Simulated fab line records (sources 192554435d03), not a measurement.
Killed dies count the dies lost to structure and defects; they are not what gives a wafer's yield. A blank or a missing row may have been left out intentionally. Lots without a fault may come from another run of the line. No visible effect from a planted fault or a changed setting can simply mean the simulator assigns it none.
Chamber matching / flow n5 finfet / N5_BEOL_M5_STRIP_36 on rie diel-06: 4 sister chambers
The step strips in N2/H2. 18 wafers are shown with their chamber, then 9 later ones without.

== WAFERS, EACH WITH ITS CHAMBER ==
wafer=L076.2; chamber=1; throttle valve pct (%)=23.8; showerhead plenum p Torr (Torr)=2.40; drypump motor current A (A)=5.7
wafer=L076.5; chamber=0; throttle valve pct (%)=23.0; showerhead plenum p Torr (Torr)=2.47; drypump motor current A (A)=5.7
wafer=L076.6; chamber=1; throttle valve pct (%)=23.8; showerhead plenum p Torr (Torr)=2.40; drypump motor current A (A)=5.7
wafer=L075.1; chamber=3; throttle valve pct (%)=24.1; showerhead plenum p Torr (Torr)=2.71; drypump motor current A (A)=5.4
wafer=L075.4; chamber=2; throttle valve pct (%)=23.2; showerhead plenum p Torr (Torr)=2.62; drypump motor current A (A)=5.8
wafer=L075.5; chamber=2; throttle valve pct (%)=23.2; showerhead plenum p Torr (Torr)=2.62; drypump motor current A (A)=5.8
wafer=L080.2; chamber=0; throttle valve pct (%)=23.0; showerhead plenum p Torr (Torr)=2.47; drypump motor current A (A)=5.7
wafer=L080.4; chamber=2; throttle valve pct (%)=23.2; showerhead plenum p Torr (Torr)=2.62; drypump motor current A (A)=5.8
wafer=L080.5; chamber=3; throttle valve pct (%)=24.1; showerhead plenum p Torr (Torr)=2.71; drypump motor current A (A)=5.4
wafer=L085.2; chamber=0; throttle valve pct (%)=23.0; showerhead plenum p Torr (Torr)=2.47; drypump motor current A (A)=5.8
wafer=L085.3; chamber=1; throttle valve pct (%)=23.8; showerhead plenum p Torr (Torr)=2.40; drypump motor current A (A)=5.6
wafer=L085.6; chamber=1; throttle valve pct (%)=23.8; showerhead plenum p Torr (Torr)=2.40; drypump motor current A (A)=5.6
wafer=L088.1; chamber=0; throttle valve pct (%)=23.0; showerhead plenum p Torr (Torr)=2.46; drypump motor current A (A)=5.7
wafer=L088.5; chamber=1; throttle valve pct (%)=23.9; showerhead plenum p Torr (Torr)=2.39; drypump motor current A (A)=5.6
wafer=L088.6; chamber=0; throttle valve pct (%)=23.0; showerhead plenum p Torr (Torr)=2.46; drypump motor current A (A)=5.7
wafer=L087.1; chamber=2; throttle valve pct (%)=23.2; showerhead plenum p Torr (Torr)=2.61; drypump motor current A (A)=5.8
wafer=L087.2; chamber=1; throttle valve pct (%)=23.9; showerhead plenum p Torr (Torr)=2.39; drypump motor current A (A)=5.7
wafer=L087.6; chamber=0; throttle valve pct (%)=23.0; showerhead plenum p Torr (Torr)=2.46; drypump motor current A (A)=5.7

SIGNATURES, as means of the wafers listed above
reading=throttle valve pct; chamber 0=23.000; chamber 1=23.833; chamber 2=23.200; chamber 3=24.100; scatter within a chamber=0.0309
reading=showerhead plenum p Torr; chamber 0=2.4650; chamber 1=2.3967; chamber 2=2.6175; chamber 3=2.7100; scatter within a chamber=0.00506
reading=drypump motor current A; chamber 0=5.717; chamber 1=5.650; chamber 2=5.800; chamber 3=5.400; scatter within a chamber=0.0408
Rule: for each reading, subtract the chamber's mean from the wafer's reading, divide by that reading's scatter and square the result; add these up over the readings and take the root, which gives the wafer's distance from the chamber. If the next closest chamber is less than 2 further off than the closest, the wafer can't be placed; otherwise it belongs to the closest. The scatter is the square root of a quotient: the sum, over the shown wafers, of each reading's squared deviation from its chamber's mean, divided by wafers minus chambers.

== WAFERS MISSING THEIR CHAMBER ==
wafer=L090.2; throttle valve pct (%)=23.0; showerhead plenum p Torr (Torr)=2.46; drypump motor current A (A)=5.7
wafer=L090.3; throttle valve pct (%)=23.9; showerhead plenum p Torr (Torr)=2.39; drypump motor current A (A)=5.6
wafer=L090.6; throttle valve pct (%)=23.8; showerhead plenum p Torr (Torr)=2.39; drypump motor current A (A)=5.7
wafer=L095.1; throttle valve pct (%)=23.2; showerhead plenum p Torr (Torr)=2.61; drypump motor current A (A)=5.8
wafer=L095.3; throttle valve pct (%)=23.9; showerhead plenum p Torr (Torr)=2.39; drypump motor current A (A)=5.6
wafer=L095.6; throttle valve pct (%)=23.2; showerhead plenum p Torr (Torr)=2.61; drypump motor current A (A)=5.8
wafer=L096.1; throttle valve pct (%)=23.9; showerhead plenum p Torr (Torr)=2.39; drypump motor current A (A)=5.7
wafer=L096.5; throttle valve pct (%)=23.8; showerhead plenum p Torr (Torr)=2.39; drypump motor current A (A)=5.7
wafer=L096.6; throttle valve pct (%)=23.0; showerhead plenum p Torr (Torr)=2.46; drypump motor current A (A)=5.7

== CHAMBER TAKEN BY EACH ==
wafer=L090.2; from the rows above=0; in truth=0
wafer=L090.3; from the rows above=1; in truth=1
wafer=L090.6; from the rows above=1; in truth=1
wafer=L095.1; from the rows above=2; in truth=2
wafer=L095.3; from the rows above=1; in truth=1
wafer=L095.6; from the rows above=2; in truth=2
wafer=L096.1; from the rows above=1; in truth=1
wafer=L096.5; from the rows above=1; in truth=1
wafer=L096.6; from the rows above=0; in truth=0
9 of 9 placed correctly. Number that these rows cannot place: 0. 0 placed wrongly.
